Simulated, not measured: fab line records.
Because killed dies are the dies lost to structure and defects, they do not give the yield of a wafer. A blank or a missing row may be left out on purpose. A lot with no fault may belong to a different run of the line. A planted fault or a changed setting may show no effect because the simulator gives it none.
Matching of chambers    flow n5 finfet    N5_SDB_HM_OPEN_20 on rie diel-02 has 4 sister chambers
The step chemistry CH3F/O2, target SiNx, stops on poly-Si, target depth 24 nm. 8 wafers are shown with their chamber, then 8 later ones without.

== WAFERS PAIRED WITH THEIR CHAMBERS ==
wafer   chamber  drypump motor current A (A)  showerhead plenum p Torr (Torr)
L075.3  0        6.4                          1.98
L081.5  3        4.9                          2.04
L088.5  0        6.5                          1.97
L088.6  1        5.7                          2.05
L090.2  3        4.9                          2.03
L090.5  1        5.7                          2.05
L090.6  2        5.6                          1.97
L092.2  2        5.6                          1.97

== WAFERS WHOSE CHAMBER IS MISSING ==
wafer   drypump motor current A (A)  showerhead plenum p Torr (Torr)
L092.3  4.9                          2.03
L092.4  5.7                          2.05
L093.3  6.5                          1.97
L093.4  4.9                          2.03
L093.5  5.7                          2.05
L097.1  4.9                          2.03
L097.3  5.6                          1.96
L097.4  6.4                          1.97

== WHICH CHAMBER EACH ONE RAN IN ==
wafer   from the rows above  in truth
L092.3  3                    3
L092.4  1                    1
L093.3  0                    0
L093.4  3                    3
L093.5  1                    1
L097.1  3                    3
L097.3  2                    2
L097.4  0                    0
Correct placement for 8 of the 8. Left unplaced by these rows: 0. Number placed wrongly: 0.
How it was worked out, from the rows above alone: a wafer's distance from a chamber is the root of the sum, over the readings, of the square of ((its reading less the chamber's mean) divided by the reading's scatter). If the next closest chamber is less than 2 further off than the closest, the wafer can't be placed; otherwise it belongs to the closest. The mean given for a chamber averages the wafers shown for that chamber. The scatter is the square root of a quotient: the sum, over the shown wafers, of each reading's squared deviation from its chamber's mean, divided by wafers minus chambers.
